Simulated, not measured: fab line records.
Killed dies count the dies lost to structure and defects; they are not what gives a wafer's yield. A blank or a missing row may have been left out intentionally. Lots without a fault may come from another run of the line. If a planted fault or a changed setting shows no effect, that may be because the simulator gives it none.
Chamber matching -- flow nand_harc -- NHARC_P_ZERO_WELL_ETCH_63 on rie_si-06: 4 sister chambers
The step etches the open film in HBr/Cl2, target depth 120 nm, time 40.1 s. 8 wafers are shown with their chamber, then 7 later ones without.

## WAFERS WITH THEIR CHAMBER
wafer,chamber,drypump_motor_current_A (A),oes_product_au (a.u.)
L076.6,3,6.4,0.992
L078.2,2,4.8,0.985
L078.4,0,5.8,0.985
L080.4,2,4.8,1.000
L080.5,1,5.8,0.983
L080.6,0,5.7,0.991
L082.1,1,5.7,0.994
L082.2,3,6.4,1.000

## WAFERS WITHOUT THEIR CHAMBER
wafer,drypump_motor_current_A (A),oes_product_au (a.u.)
L082.4,5.7,0.986
L085.1,5.7,0.994
L085.2,6.4,0.991
L085.5,5.7,0.997
L087.1,5.8,0.989
L087.2,4.8,1.002
L087.6,6.4,0.992

## WHICH CHAMBER EACH WENT THROUGH
wafer,from the rows above,in truth
L082.4,can't be placed: 0 or 1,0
L085.1,can't be placed: 1 or 0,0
L085.2,3,3
L085.5,can't be placed: 1 or 0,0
L087.1,can't be placed: 1 or 0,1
L087.2,2,2
L087.6,3,3
Correctly placed: 3 of 7. Cannot be placed on the basis of these rows: 4; the candidates contain the true chamber in 4. 0 placed wrongly.
How it was worked out, from the rows above alone: a wafer's distance from a chamber is the root of the sum, over the readings, of the square of ((its reading less the chamber's mean) divided by the reading's scatter). If the next closest chamber is less than 2 further off than the closest, the wafer can't be placed; otherwise it belongs to the closest. Each chamber's mean is taken over the wafers shown for it. How the scatter is found: for the shown wafers, subtract from each reading the mean of its chamber, square and add these, divide the total by (wafers less chambers), then take the root.
